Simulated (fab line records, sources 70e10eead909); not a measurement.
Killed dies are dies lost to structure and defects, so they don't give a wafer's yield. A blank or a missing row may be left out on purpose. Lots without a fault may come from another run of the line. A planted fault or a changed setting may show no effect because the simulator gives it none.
fab line records | flow nand_harc
record lots=23 wafers=69 last_day=33
route steps=1302 shown A_CONTACT@1044
lots that met no fault: from a run of the same line without faults
start_h: hours from the record's first day to the start of the lot's first wafer shown | wait_h: hours since the lot's step before | " the same as in the row above | L1.1+2: a row that stands for several wafers | - no value, or no start given | * or withheld: withheld | < > ~ a bound
route shown NAME@n: a module of which the file shows steps, and the number in the route of the first | usual: mean/standard deviation of fault-free wafers | same: alike in all rows | chamber/n: place in a boat | sites: the reading at each site | _std_site: their standard deviation | _edge_site: outer sites' mean less inner sites' | radius_mm: how far each site lies from the wafer's centre | mask NAME#n: copy n | behind: the tool/chamber that last shaped the wafer | hold: why the lot was held/for how many hours/how that ended | device: the transistor (n, p or np) that didn't switch | end of line: the same wafers' tests at the end of the route | a step without rows: its recipe alone | killed: dies lost to structure and defects at the first sort, not the wafer's yield | map: a wafer's dies, x killed, . not, _ none there
set.NAME: the setting as run; set.NAME@STEP: as run at that earlier step | model.NAME: the simulator's own value behind a step, which no gauge read
steps of the route over a sample of lots; a table a step, a row a wafer
services: from which hour (start_h, from the record's first day; less than 0 if before it) a tool's chamber was out of use, for how many hours, and why
## steps
# step NHARC_A_CONTACT_ETCH_76
# recipe target_depth_a=2600 over_etch_frac=0.3 time_s=475.3 ion_energy_ev=200 n2_flow_sccm=150 h2_flow_sccm=150 ar_flow_sccm=0 rf_w=400 bias_w=150 chemistry=N2/H2
# usual drypump_motor_current_A=5.7/0.37 oes_product_au=1.000/0.0099 rf_vpp_V=429.7/2.9 showerhead_plenum_p_Torr=2.01/0.1 throttle_valve_pct=14.171/0.0084
# same over_etch_frac=0.3
# columns lot.wafer tool chamber start_h wait_h drypump_motor_current_A oes_product_au rf_hours_counter_h rf_vpp_V showerhead_plenum_p_Torr throttle_valve_pct
L074.3 rie_diel-08 1 - - 5.8 1.007 53 431.8 2.04 14.170
L074.4 " 3 " " 5.8 1.000 51 429.0 1.98 14.159
L074.1 " 0 " " 5.3 1.003 54 427.2 1.90 14.185
L077.2 rie_diel-08 0 - - 5.3 1.010 63 426.4 1.89 14.172
L077.6 " 1 " " 5.8 1.001 - 429.8 2.04 14.167
L077.5 " 2 " " 5.9 0.994 - 427.9 1.98 14.174
L075.3 rie_diel-13 1 - - 6.2 1.020 5 428.2 1.93 14.181
L075.2 " 3 " " 5.8 1.007 3 429.7 2.02 14.192
L075.6 " 1 " " 6.2 1.012 - 427.8 1.93 14.178
L076.2 rie_diel-04 3 - - 5.4 1.000 1 432.0 2.07 14.174
L076.3 " 0 " " 5.1 1.007 1 432.7 2.15 14.181
L076.5 " 0 " " 5.1 0.996 - 433.7 2.15 14.169
L079.1 rie_diel-13 0 - - 5.4 0.993 6 433.5 2.22 14.182
L079.6 " 1 " " 6.2 1.005 - 427.4 1.93 14.176
L079.5 " 2 " " 6.3 0.995 - 425.8 1.92 14.165
L078.2 rie_diel-13 0 - - 5.4 0.992 11 435.8 2.21 14.171
L078.3 " 3 " " 5.8 1.001 9 429.4 2.02 14.172
L078.6 " 1 " " 6.2 1.005 - 427.5 1.93 14.170
L080.2 rie_diel-04 1 - - 5.5 1.010 8 428.3 1.97 14.177
L080.1 " 2 " " 6.1 1.001 9 428.5 1.95 14.179
L080.6 " 3 " " 5.4 0.997 - 432.8 2.06 14.154
L082.1 rie_diel-13 0 - - 5.4 0.990 14 434.2 2.21 14.170
L082.3 " 2 " " 6.3 1.003 14 425.9 1.92 14.184
L082.6 " 0 " " 5.4 0.999 - 434.8 2.21 14.166
L081.1 rie_diel-08 1 - - 5.8 1.002 18 430.7 2.03 14.175
L081.3 " 0 " " 5.3 0.999 18 426.0 1.89 14.176
L081.6 " 3 " " 5.8 0.986 - 428.8 1.98 14.173
L083.1 rie_diel-04 3 - - 5.4 1.005 25 431.1 2.06 14.167
L083.5 " 0 " " 5.1 1.007 - 435.8 2.14 14.174
L083.6 " 1 " " 5.5 1.028 - 429.6 1.97 14.175
L084.3 rie_diel-13 3 - - 5.8 0.987 16 429.5 2.02 14.173
L084.1 " 0 " " 5.4 0.982 18 434.3 2.21 14.172
L084.2 " 2 " " 6.3 0.980 17 429.6 1.92 14.175
L085.4 rie_diel-13 2 - - 6.3 0.985 20 427.3 1.92 14.180
L085.1 " 3 " " 5.8 1.007 18 429.2 2.02 14.183
L085.6 " 3 " " 5.8 1.003 - 428.7 2.01 14.157
L086.2 rie_diel-08 2 - - 5.9 1.003 13 428.5 1.97 14.147
L086.4 " 3 " " 5.8 0.997 24 427.2 1.97 14.175
L086.5 " 2 " " 5.9 1.002 - 430.4 1.97 14.168
L087.2 rie_diel-04 0 - - 5.1 0.998 39 434.4 2.14 14.173
L087.4 " 1 " " 5.5 1.002 38 428.4 1.96 14.158
L087.1 " 2 " " 6.1 0.990 37 428.6 1.94 14.168
L089.2 rie_diel-13 0 - - 5.4 0.992 27 435.1 2.21 14.189
L089.3 " 1 " " 6.2 1.009 27 427.6 1.92 14.173
L089.1 " 2 " " 6.3 0.987 25 427.7 1.91 14.175
L088.4 rie_diel-08 2 - - 5.9 1.012 21 427.4 1.97 14.161
L088.3 " 3 " " 5.9 0.997 33 427.7 1.97 14.170
L088.6 " 3 " " 5.8 0.983 - 429.3 1.97 14.168
L090.1 rie_diel-13 0 - - 5.4 1.003 30 434.9 2.21 14.170
L090.6 " 0 " " 5.4 1.001 - 435.0 2.21 14.164
L090.5 " 1 " " 6.2 1.016 - 426.4 1.92 14.164
L093.1 rie_diel-13 1 - - 6.2 1.009 34 427.2 1.92 14.163
L093.2 " 0 " " 5.4 0.994 34 434.2 2.21 14.177
L093.5 " 1 " " 6.2 1.011 - 425.8 1.92 14.176
L091.2 rie_diel-13 3 - - 5.8 0.999 32 430.7 2.01 14.172
L091.6 " 3 " " 5.8 0.998 - 428.8 2.01 14.166
L091.5 " 0 " " 5.4 1.010 - 435.3 2.21 14.175
L092.4 rie_diel-04 1 - - 5.5 1.024 56 428.4 1.96 14.170
L092.2 " 2 " " 6.1 1.009 56 427.5 1.93 14.164
L092.3 " 3 " " 5.4 1.007 48 431.0 2.05 14.160
L094.2 rie_diel-08 0 - - 5.3 1.002 53 427.3 1.87 14.176
L094.3 " 1 " " 5.8 1.006 54 429.5 2.02 14.164
L094.5 " 3 " " 5.9 0.992 - 429.2 1.96 14.178
L096.2 rie_diel-04 0 - - 5.1 0.992 8 432.1 2.13 14.178
L096.4 " 2 " " 6.1 0.995 8 427.3 1.93 14.156
L096.1 " 3 " " 5.4 1.000 8 431.9 2.05 14.185
L097.2 rie_diel-13 2 - - 6.3 0.989 4 426.4 1.91 14.168
L097.4 " 1 " " 6.2 0.994 3 427.1 1.92 14.174
L097.6 " 2 " " 6.3 0.978 - 427.1 1.91 14.166
# step NHARC_A_CONTACT_ETCH_78
# recipe target_depth_a=53000 over_etch_frac=0.3 time_s=1378 ion_energy_ev=150 o2_flow_sccm=400 cos_flow_sccm=20 ar_flow_sccm=0 rf_w=500 bias_w=300 chemistry=O2/COS
# usual drypump_motor_current_A=5.8/0.38 oes_product_au=1.000/0.0097 rf_vpp_V=313.4/2.3 showerhead_plenum_p_Torr=3.07/0.14 throttle_valve_pct=28.331/0.0092
# same over_etch_frac=0.3
# columns lot.wafer tool chamber start_h wait_h drypump_motor_current_A oes_product_au rf_hours_counter_h rf_vpp_V showerhead_plenum_p_Torr throttle_valve_pct
L074.3 rie_diel-08 3 - - 5.9 0.988 51 313.0 3.04 28.323
L074.1 " 0 " " 5.3 1.012 54 310.8 2.92 28.328
L074.4 " 1 " " 5.8 1.007 53 314.4 3.12 28.332
L077.2 rie_diel-08 2 - - 5.9 0.995 58 313.5 3.04 28.331
L077.6 " 2 " " 5.9 0.991 - 312.2 3.04 28.341
L077.5 " 1 " " 5.8 1.001 - 314.9 3.12 28.348
L075.2 rie_diel-13 3 - - 5.8 1.002 4 313.6 3.09 28.328
L075.3 " 0 " " 5.4 0.995 5 318.1 3.37 28.354
L075.6 " 1 " " 6.2 1.012 - 311.8 2.97 28.313
L076.3 rie_diel-04 2 - - 6.2 1.000 2 312.9 3.00 28.319
L076.2 " 0 " " 5.1 1.018 2 319.1 3.28 28.331
L076.5 " 2 " " 6.1 1.006 - 310.5 3.00 28.343
L079.1 rie_diel-13 0 - - 5.4 0.995 7 316.9 3.37 28.332
L079.5 " 3 " " 5.8 1.001 - 313.3 3.09 28.334
L079.6 " 0 " " 5.4 0.996 - 317.5 3.37 28.335
L078.2 rie_diel-13 0 - - 5.4 0.996 11 318.7 3.37 28.340
L078.3 " 1 " " 6.2 1.010 12 312.0 2.97 28.324
L078.6 " 1 " " 6.2 1.004 - 311.2 2.97 28.330
L080.1 rie_diel-04 0 - - 5.1 1.014 10 316.4 3.28 28.343
L080.2 " 2 " " 6.1 0.997 9 311.1 2.99 28.346
L080.6 " 0 " " 5.1 1.003 - 316.0 3.28 28.340
L082.3 rie_diel-13 2 - - 6.3 0.991 14 311.1 2.95 28.322
L082.1 " 1 " " 6.2 1.013 15 313.1 2.96 28.361
L082.6 " 2 " " 6.3 0.994 - 311.9 2.95 28.336
L081.1 rie_diel-08 0 - - 5.3 1.001 18 311.4 2.90 28.324
L081.3 " 1 " " 5.8 0.991 18 315.2 3.11 28.324
L081.6 " 3 " " 5.8 0.985 - 313.0 3.04 28.327
L083.1 rie_diel-04 2 - - 6.1 0.989 24 311.7 2.99 28.339
L083.6 " 0 " " 5.1 1.002 - 317.2 3.27 28.308
L083.5 " 1 " " 5.5 1.022 - 311.5 3.02 28.327
L084.2 rie_diel-13 0 - - 5.4 0.992 18 319.1 3.36 28.336
L084.1 " 1 " " 6.1 1.013 19 312.7 2.96 28.315
L084.3 " 2 " " 6.3 0.987 17 310.7 2.95 28.339
L085.4 rie_diel-13 2 - - 6.3 1.002 20 311.4 2.95 28.327
L085.1 " 0 " " 5.4 0.997 21 317.5 3.36 28.318
L085.6 " 2 " " 6.3 0.993 - 311.8 2.95 28.320
L086.2 rie_diel-08 0 - - 5.3 1.001 34 310.1 2.90 28.329
L086.4 " 1 " " 5.8 1.003 36 312.8 3.10 28.332
L086.5 " 0 " " 5.3 1.003 - 309.8 2.90 28.338
L087.2 rie_diel-04 3 - - 5.5 1.010 34 314.2 3.14 28.315
L087.4 " 0 " " 5.2 1.013 40 317.5 3.26 28.330
L087.1 " 1 " " 5.5 1.010 38 310.9 3.01 28.350
L089.2 rie_diel-13 2 - - 6.3 0.995 26 313.3 2.95 28.313
L089.1 " 0 " " 5.4 0.997 27 317.5 3.36 28.338
L089.3 " 1 " " 6.2 1.003 28 311.0 2.96 28.335
L088.3 rie_diel-08 3 - - 5.9 1.000 33 312.2 3.02 28.336
L088.4 " 0 " " 5.3 1.006 41 311.3 2.89 28.347
L088.6 " 3 " " 5.9 0.993 - 312.0 3.02 28.342
L090.1 rie_diel-13 0 - - 5.4 0.988 30 316.7 3.36 28.326
L090.6 " 0 " " 5.4 0.981 - 317.2 3.36 28.325
L090.5 " 1 " " 6.2 1.004 - 311.6 2.96 28.340
L093.2 rie_diel-13 1 - - 6.2 1.014 34 311.6 2.96 28.321
L093.1 " 2 " " 6.3 0.988 33 312.3 2.94 28.326
L093.5 " 0 " " 5.4 0.997 - 317.5 3.36 28.341
L091.2 rie_diel-13 1 - - 6.2 1.005 35 312.0 2.96 28.322
L091.5 " 1 " " 6.2 1.001 - 310.0 2.96 28.309
L091.6 " 2 " " 6.3 0.979 - 311.2 2.94 28.337
L092.3 rie_diel-04 2 - - 6.1 1.003 56 312.6 2.97 28.333
L092.2 " 0 " " 5.1 1.012 53 316.6 3.25 28.326
L092.4 " 1 " " 5.5 1.015 56 311.7 3.01 28.341
L094.3 rie_diel-08 0 - - 5.3 1.007 53 311.0 2.89 28.342
L094.2 " 3 " " 5.8 0.993 48 313.5 3.02 28.330
L094.5 " 1 " " 5.8 1.005 - 314.7 3.09 28.333
L096.1 rie_diel-04 1 - - 5.5 1.017 8 312.9 3.00 28.330
L096.2 " 2 " " 6.1 0.994 8 311.5 2.96 28.323
L096.4 " 0 " " 5.1 0.990 8 316.4 3.25 28.316
L097.2 rie_diel-13 2 - - 6.3 0.977 4 312.7 2.94 28.329
L097.4 " 3 " " 5.8 0.998 4 314.5 3.08 28.326
L097.6 " 0 " " 5.4 1.002 - 318.3 3.35 28.332
# step NHARC_A_CONTACT_ETCH_131
# recipe source_w=withheld pressure_mtorr=20 bias_v=3000 time_s=197 target_depth_a=19180 ar_flow_sccm=withheld c4f8_flow_sccm=withheld o2_flow_sccm=withheld chemistry=C4F8/O2/Ar
# columns lot.wafer tool chamber start_h wait_h rf_hours_counter_h
L074.1 har_cap_etch-03 1 526.46 0.1 45
L074.3 " 1 " " -
L074.4 " 0 " " -
L077.2 har_cap_etch-03 1 542.23 0.1 51
L077.5 " 1 " " -
L077.6 " 0 " " -
L075.2 har_cap_etch-02 0 547.56 0.1 90
L075.3 " 1 " " -
L075.6 " 1 " " -
L076.2 har_cap_etch-01 1 547.75 0.1 11
L076.3 " 0 " " -
L076.5 " 1 " " -
L079.1 har_cap_etch-02 0 552.03 0.1 92
L079.5 " 0 " " -
L079.6 " 1 " " -
L078.2 har_cap_etch-01 1 571.92 0.1 17
L078.3 " 0 " " -
L078.6 " 0 " " -
L080.1 har_cap_etch-03 0 572.28 0.1 58
L080.2 " 1 " " 58
L080.6 " 0 " " -
L082.1 har_cap_etch-02 0 589.37 0.1 100
L082.3 " 0 " " -
L082.6 " 0 " " -
L081.1 har_cap_etch-03 1 594.13 0.1 61
L081.3 " 1 " " -
L081.6 " 1 " " -
L083.1 har_cap_etch-02 1 611.05 0.1 104
L083.5 " 1 " " -
L083.6 " 0 " " -
L084.2 har_cap_etch-03 0 611.77 0.1 65
L084.1 " 1 " " 65
L084.3 " 1 " " -
L085.1 har_cap_etch-01 1 626.26 0.1 27
L085.4 " 1 " " -
L085.6 " 1 " " -
L086.2 har_cap_etch-02 0 641.69 0.1 109
L086.4 " 0 " " -
L086.5 " 0 " " -
L087.2 har_cap_etch-02 0 652.47 0.1 111
L087.1 " 1 " " 111
L087.4 " 0 " " -
L089.1 har_cap_etch-01 1 658.84 0.1 33
L089.2 " 0 " " 33
L089.3 " 1 " " -
L088.4 har_cap_etch-02 1 660.33 0.1 -
L088.3 " 0 " " -
L088.6 " 0 " " -
L090.1 har_cap_etch-02 0 676.35 0.1 116
L090.6 " 1 " " -
L090.5 " 0 " " -
L093.2 har_cap_etch-02 0 694.64 0.1 119
L093.1 " 1 " " 119
L093.5 " 0 " " -
L091.2 har_cap_etch-01 1 698.43 0.2 42
L091.5 " 1 " " -
L091.6 " 0 " " -
L092.2 har_cap_etch-03 1 701.58 0.1 81
L092.4 " 0 " " -
L092.3 " 1 " " -
L094.2 har_cap_etch-02 0 702.35 0.1 121
L094.3 " 0 " " -
L094.5 " 1 " " -
L096.1 har_cap_etch-03 1 736.70 0.1 86
L096.2 " 0 " " 86
L096.4 " 1 " " -
L097.2 har_cap_etch-02 1 741.87 0.1 127
L097.4 " 0 " " -
L097.6 " 1 " " -
# step NHARC_A_CONTACT_STRIP_82
# recipe o2_flow_sccm=500 ar_flow_sccm=0 bias_w=0 chemistry=O2
# usual drypump_motor_current_A=5.7/0.37 oes_product_au=1.001/0.011 rf_vpp_V=57.7/0.93 showerhead_plenum_p_Torr=3.47/0.15 throttle_valve_pct=17.037/0.0094
# columns lot.wafer tool chamber start_h wait_h drypump_motor_current_A oes_product_au rf_hours_counter_h rf_vpp_V showerhead_plenum_p_Torr throttle_valve_pct
L074.1 rie_diel-08 1 - - 5.8 1.009 55 57.8 3.53 17.041
L074.4 " 2 " " 5.9 0.997 52 55.8 3.44 17.039
L074.3 " 3 " " 5.9 1.003 54 56.0 3.44 17.038
L077.2 rie_diel-04 1 - - 5.5 1.019 1 55.7 3.43 17.023
L077.5 " 0 " " 5.1 1.003 - 57.7 3.71 17.043
L077.6 " 1 " " 5.5 1.014 - 58.3 3.43 17.044
L075.2 rie_diel-13 1 - - 6.2 1.009 7 57.6 3.36 17.038
L075.3 " 2 " " 6.3 1.006 7 56.3 3.34 17.040
L075.6 " 3 " " 5.8 0.992 - 58.1 3.50 17.055
L076.3 rie_diel-04 3 - - 5.5 1.007 5 57.6 3.57 17.038
L076.2 " 0 " " 5.1 1.011 5 58.5 3.70 17.023
L076.5 " 2 " " 6.1 0.999 - 57.7 3.39 17.040
L079.1 rie_diel-13 2 - - 6.3 1.001 9 58.7 3.34 17.023
L079.6 " 2 " " 6.3 0.998 - 58.2 3.34 17.032
L079.5 " 3 " " 5.8 1.003 - 58.9 3.49 17.038
L078.2 rie_diel-04 1 - - 5.5 1.034 11 55.8 3.42 17.023
L078.3 " 2 " " 6.1 1.004 11 57.1 3.38 17.033
L078.6 " 0 " " 5.1 1.008 - 57.3 3.70 17.036
L080.1 rie_diel-13 0 - - 5.4 1.000 12 58.0 3.80 17.048
L080.2 " 1 " " 6.2 1.020 13 57.9 3.35 17.036
L080.6 " 3 " " 5.8 0.995 - 56.6 3.49 17.027
L082.3 rie_diel-13 1 - - 6.2 0.997 16 55.6 3.35 17.045
L082.1 " 0 " " 5.4 0.976 15 58.2 3.80 17.022
L082.6 " 1 " " 6.2 1.004 - 56.9 3.35 17.042
L081.1 rie_diel-13 2 - - 6.3 0.988 15 57.4 3.34 17.031
L081.3 " 1 " " 6.2 1.009 17 58.4 3.35 17.035
L081.6 " 3 " " 5.8 1.002 - 58.4 3.49 17.028
L083.1 rie_diel-08 2 - - 6.0 1.004 3 58.8 3.43 17.044
L083.5 " 3 " " 5.9 0.985 - 58.4 3.43 17.051
L083.6 " 0 " " 5.3 0.996 - 57.7 3.28 17.032
L084.2 rie_diel-08 3 - - 5.8 1.000 15 58.0 3.43 17.020
L084.1 " 1 " " 5.8 1.005 26 57.6 3.51 17.036
L084.3 " 2 " " 5.9 1.004 3 56.0 3.43 17.021
L085.4 rie_diel-04 3 - - 5.4 1.004 27 59.1 3.56 17.035
L085.1 " 0 " " 5.1 1.005 33 58.6 3.69 17.046
L085.6 " 2 " " 6.1 1.006 - 58.4 3.37 17.024
L086.4 rie_diel-13 1 - - 6.2 0.997 25 56.4 3.35 17.029
L086.2 " 2 " " 6.3 0.986 23 55.8 3.33 17.037
L086.5 " 2 " " 6.3 0.990 - 58.0 3.33 17.033
L087.2 rie_diel-08 1 - - 5.9 1.000 41 58.0 3.50 17.050
L087.4 " 2 " " 5.9 1.012 20 58.8 3.42 17.029
L087.1 " 0 " " 5.3 1.005 39 58.0 3.27 17.040
L089.2 rie_diel-08 0 - - 5.3 1.008 42 58.4 3.27 17.036
L089.3 " 1 " " 5.8 1.002 44 58.5 3.50 17.038
L089.1 " 2 " " 5.9 1.000 23 57.9 3.42 17.026
L088.3 rie_diel-13 0 - - 5.4 0.988 28 58.2 3.79 17.047
L088.4 " 2 " " 6.3 0.990 27 56.9 3.33 17.043
L088.6 " 0 " " 5.4 0.976 - 58.9 3.79 17.027
L090.1 rie_diel-08 0 - - 5.3 1.004 47 58.1 3.27 17.026
L090.5 " 2 " " 5.9 0.996 - 57.2 3.42 17.045
L090.6 " 3 " " 5.8 0.992 - 57.8 3.42 17.029
L093.2 rie_diel-04 3 - - 5.4 0.999 47 59.5 3.54 17.021
L093.1 " 1 " " 5.5 1.007 54 58.8 3.40 17.029
L093.5 " 0 " " 5.2 1.021 - 57.4 3.68 17.040
L091.2 rie_diel-04 0 - - 5.1 1.011 53 56.8 3.68 17.034
L091.6 " 3 " " 5.5 0.994 - 57.1 3.54 17.055
L091.5 " 0 " " 5.1 1.016 - 58.1 3.68 17.044
L092.3 rie_diel-04 2 - - 6.1 1.014 58 56.4 3.36 17.047
L092.2 " 0 " " 5.1 1.018 54 60.2 3.68 17.046
L092.4 " 2 " " 6.1 1.001 - 58.9 3.36 17.027
L094.2 rie_diel-08 2 - - 5.9 1.005 39 57.2 3.41 17.019
L094.3 " 0 " " 5.3 1.003 55 55.7 3.27 17.021
L094.5 " 2 " " 5.9 1.004 - 57.7 3.41 17.039
L096.2 rie_diel-04 2 - - 6.1 1.001 10 58.0 3.35 17.041
L096.4 " 3 " " 5.4 1.003 9 58.0 3.54 17.039
L096.1 " 0 " " 5.2 0.991 9 57.4 3.67 17.038
L097.4 rie_diel-13 2 - - 6.3 0.985 5 57.3 3.32 17.045
L097.2 " 0 " " 5.4 1.005 4 57.6 3.79 17.046
L097.6 " 2 " " 6.3 0.966 - 57.7 3.33 17.051
# step NHARC_A_CONTACT_ETCH_136
# recipe source_w=withheld pressure_mtorr=20 bias_v=1200 time_s=311 target_depth_a=19120 ar_flow_sccm=withheld c4f8_flow_sccm=withheld o2_flow_sccm=withheld chemistry=C4F8/O2/Ar
# columns lot.wafer tool chamber start_h wait_h rf_hours_counter_h
L074.1 har_cap_etch-03 1 538.62 0.2 49
L074.4 " 1 " " -
L074.3 " 0 " " -
L077.2 har_cap_etch-03 0 554.36 0.2 53
L077.5 " 0 " " -
L077.6 " 1 " " -
L075.2 har_cap_etch-01 1 561.60 0.2 14
L075.3 " 0 " " -
L075.6 " 0 " " -
L076.2 har_cap_etch-03 0 561.78 0.2 56
L076.3 " 1 " " -
L076.5 " 0 " " -
L079.1 har_cap_etch-02 1 565.65 0.2 95
L079.6 " 1 " " -
L079.5 " 0 " " -
L078.2 har_cap_etch-01 1 578.89 0.2 18
L078.3 " 0 " " -
L078.6 " 0 " " -
L080.1 har_cap_etch-03 1 579.19 0.2 59
L080.2 " 0 " " 59
L080.6 " 1 " " -
L082.1 har_cap_etch-01 1 595.97 0.3 21
L082.3 " 0 " " -
L082.6 " 0 " " -
L081.1 har_cap_etch-01 1 600.71 0.3 23
L081.3 " 0 " " -
L081.6 " 1 " " -
L083.1 har_cap_etch-02 1 618.27 0.2 105
L083.6 " 0 " " -
L083.5 " 1 " " -
L084.2 har_cap_etch-03 1 621.80 0.2 66
L084.1 " 0 " " 66
L084.3 " 0 " " -
L085.1 har_cap_etch-03 1 632.94 0.2 68
L085.4 " 0 " " -
L085.6 " 0 " " -
L086.2 har_cap_etch-03 1 653.02 0.3 71
L086.4 " 1 " " -
L086.5 " 0 " " -
L087.2 har_cap_etch-03 1 661.13 0.2 73
L087.1 " 0 " " 73
L087.4 " 0 " " -
L089.2 har_cap_etch-02 1 666.30 0.2 114
L089.1 " 0 " " 114
L089.3 " 1 " " -
L088.4 har_cap_etch-03 1 667.05 0.2 -
L088.3 " 0 " " -
L088.6 " 0 " " -
L090.1 har_cap_etch-02 0 687.32 0.2 117
L090.6 " 1 " " -
L090.5 " 0 " " -
L093.2 har_cap_etch-01 1 702.47 0.2 43
L093.1 " 0 " " 43
L093.5 " 1 " " -
L091.2 har_cap_etch-03 1 705.56 0.2 82
L091.6 " 0 " " -
L091.5 " 1 " " -
L092.2 har_cap_etch-01 0 708.87 0.2 44
L092.4 " 1 " " -
L092.3 " 0 " " -
L094.2 har_cap_etch-03 1 710.11 0.2 83
L094.3 " 1 " " -
L094.5 " 1 " " -
L096.2 har_cap_etch-03 1 750.02 0.2 87
L096.1 " 0 " " 87
L096.4 " 0 " " -
L097.2 har_cap_etch-02 1 750.41 0.2 128
L097.4 " 0 " " -
L097.6 " 0 " " -
# step NHARC_A_CONTACT_ETCH_92
# recipe target_depth_a=400 over_etch_frac=0.5 time_s=85.7 ion_energy_ev=120 ch3f_flow_sccm=50 o2_flow_sccm=30 ar_flow_sccm=200 rf_w=500 bias_w=100 chemistry=CH3F/O2
# usual drypump_motor_current_A=5.8/0.37 oes_product_au=0.935/0.026 rf_vpp_V=243.8/1.8 showerhead_plenum_p_Torr=2.41/0.12 throttle_valve_pct=20.663/0.0088
# same over_etch_frac=0.5
# columns lot.wafer tool chamber start_h wait_h drypump_motor_current_A oes_product_au rf_hours_counter_h rf_vpp_V showerhead_plenum_p_Torr throttle_valve_pct
L074.3 rie_diel-13 2 540.01 0.4 6.3 0.913 4 242.5 2.33 20.661
L074.4 " 3 " " 5.8 0.928 3 242.5 2.44 20.666
L074.1 " 0 " " 5.4 0.921 4 249.3 2.66 20.657
L077.2 rie_diel-13 1 555.74 0.5 6.2 0.928 10 243.0 2.33 20.665
L077.5 " 1 " " 6.2 0.939 - 243.4 2.33 20.669
L077.6 " 2 " " 6.3 0.915 - 243.2 2.32 20.645
L075.2 rie_diel-13 1 562.92 0.5 6.2 0.936 11 240.8 2.33 20.665
L075.3 " 0 " " 5.4 0.913 10 246.3 2.66 20.668
L075.6 " 2 " " 6.3 0.920 - 243.0 2.32 20.653
L076.2 rie_diel-13 1 563.12 0.5 6.2 0.932 11 241.9 2.33 20.665
L076.3 " 2 " " 6.2 0.919 10 242.1 2.32 20.671
L076.5 " 1 " " 6.2 0.936 - 242.7 2.33 20.674
L079.1 rie_diel-08 0 567.05 0.5 5.2 1.010 4 241.0 2.29 20.670
L079.6 " 1 " " 5.8 0.998 - 244.4 2.45 20.673
L079.5 " 0 " " 5.3 1.008 - 241.5 2.29 20.664
L078.3 rie_diel-04 2 580.30 0.4 6.1 0.932 12 242.6 2.35 20.654
L078.2 " 3 " " 5.4 0.948 13 244.3 2.48 20.657
L078.6 " 0 " " 5.1 0.941 - 245.8 2.58 20.667
L080.1 rie_diel-13 0 580.57 0.5 5.4 0.918 14 246.3 2.65 20.671
L080.2 " 1 " " 6.1 0.931 15 243.8 2.33 20.672
L080.6 " 1 " " 6.1 0.926 - 242.1 2.33 20.673
L082.3 rie_diel-13 1 597.73 0.4 6.2 0.920 17 243.4 2.33 20.660
L082.1 " 2 " " 6.3 0.917 16 240.4 2.32 20.676
L082.6 " 2 " " 6.3 0.915 - 241.4 2.32 20.662
L081.3 rie_diel-08 0 602.46 0.4 5.3 0.913 22 242.0 2.28 20.670
L081.1 " 1 " " 5.8 0.919 22 243.8 2.45 20.666
L081.6 " 3 " " 5.8 0.915 - 243.3 2.39 20.664
L083.1 rie_diel-08 0 619.62 0.5 5.3 0.924 26 241.7 2.28 20.660
L083.6 " 2 " " 5.9 0.932 - 243.3 2.39 20.651
L083.5 " 3 " " 5.8 0.914 - 244.6 2.39 20.668
L084.3 rie_diel-13 0 623.18 0.4 5.4 0.924 21 247.2 2.65 20.670
L084.1 " 2 " " 6.3 0.927 19 242.3 2.32 20.651
L084.2 " 3 " " 5.8 0.924 18 245.2 2.43 20.659
L085.1 rie_diel-08 1 634.28 0.5 5.8 0.928 35 244.8 2.44 20.655
L085.4 " 3 " " 5.8 0.922 23 243.2 2.38 20.672
L085.6 " 0 " " 5.3 0.922 - 241.2 2.28 20.646
L086.4 rie_diel-13 1 654.65 0.4 6.2 0.939 27 243.5 2.33 20.661
L086.2 " 2 " " 6.3 0.920 25 243.1 2.32 20.661
L086.5 " 3 " " 5.8 0.929 - 243.4 2.43 20.666
L087.1 rie_diel-13 1 662.50 0.5 6.2 0.934 29 242.3 2.33 20.664
L087.4 " 2 " " 6.3 0.913 27 243.1 2.32 20.651
L087.2 " 0 " " 5.4 0.915 28 246.2 2.65 20.651
L089.3 rie_diel-13 0 667.67 0.4 5.4 0.923 29 249.7 2.65 20.666
L089.1 " 1 " " 6.2 0.926 29 242.2 2.33 20.677
L089.2 " 3 " " 5.8 0.924 26 244.9 2.43 20.660
L088.3 rie_diel-13 1 668.34 0.4 6.2 0.928 30 242.2 2.33 20.677
L088.4 " 2 " " 6.3 0.919 28 241.0 2.32 20.667
L088.6 " 2 " " 6.3 0.913 - 243.2 2.32 20.672
L090.1 rie_diel-04 1 688.66 0.5 5.5 0.939 53 243.1 2.37 20.660
L090.5 " 1 " " 5.5 0.940 - 245.6 2.37 20.645
L090.6 " 2 " " 6.1 0.928 - 243.6 2.34 20.667
L093.2 rie_diel-08 1 703.88 0.5 5.8 0.925 55 244.0 2.43 20.655
L093.1 " 3 " " 5.8 0.922 49 244.5 2.37 20.662
L093.5 " 2 " " 5.9 0.926 - 242.7 2.37 20.677
L091.2 rie_diel-13 2 706.89 0.5 6.3 0.988 0 242.0 2.31 20.672
L091.5 " 2 " " 6.3 0.985 - 243.1 2.31 20.664
L091.6 " 3 " " 5.8 0.994 - 244.1 2.42 20.662
L092.2 rie_diel-13 2 710.19 0.5 6.3 0.983 0 242.8 2.31 20.675
L092.4 " 3 " " 5.8 0.992 1 244.7 2.42 20.667
L092.3 " 0 " " 5.4 1.009 1 245.6 2.65 20.666
L094.2 rie_diel-13 3 711.48 0.5 5.7 0.928 1 242.6 2.42 20.658
L094.3 " 0 " " 5.4 0.931 1 247.2 2.65 20.667
L094.5 " 0 " " 5.4 0.933 - 245.5 2.65 20.655
L096.4 rie_diel-13 2 751.39 0.4 6.3 0.934 6 241.7 2.31 20.665
L096.2 " 0 " " 5.4 0.939 6 247.3 2.64 20.663
L096.1 " 1 " " 6.2 0.928 5 243.0 2.32 20.657
L097.4 rie_diel-13 3 751.78 0.4 5.8 0.917 6 244.8 2.42 20.674
L097.2 " 0 " " 5.4 0.935 6 247.9 2.64 20.659
L097.6 " 3 " " 5.8 0.917 - 243.9 2.42 20.662
## services
# columns tool chamber start_h hours kind
rie_diel-13 0 515.79 - consumable_replace:showerhead
rie_diel-13 0 515.79 9.0 scheduled_down
rie_diel-13 0 515.79 9.0 vent_cycle
rie_diel-13 - 519.29 9.0 pm
rie_diel-13 1 519.29 9.0 vent_cycle
rie_diel-13 2 519.29 9.0 vent_cycle
rie_diel-13 3 519.29 11.6 vent_cycle
rie_diel-13 0 528.29 - clean
rie_diel-13 1 528.29 - clean
rie_diel-13 2 528.29 - clean
rie_diel-04 - 532.03 9.0 pm
rie_diel-08 3 538.83 31.0 repair
rie_diel-08 - 545.11 9.0 pm
rie_diel-13 0 552.95 - clean
rie_diel-04 - 557.25 0.3 repair
rie_diel-08 2 560.10 45.4 repair
rie_diel-04 2 613.68 4.1 repair
rie_diel-13 1 618.92 4.5 repair
rie_diel-08 1 681.62 4.2 repair
rie_diel-13 - 696.40 9.0 pm
rie_diel-08 - 722.91 9.0 pm
rie_diel-08 2 740.51 2.4 repair
rie_diel-04 2 744.56 9.4 repair
rie_diel-08 2 745.24 7.4 repair
## key
fault none
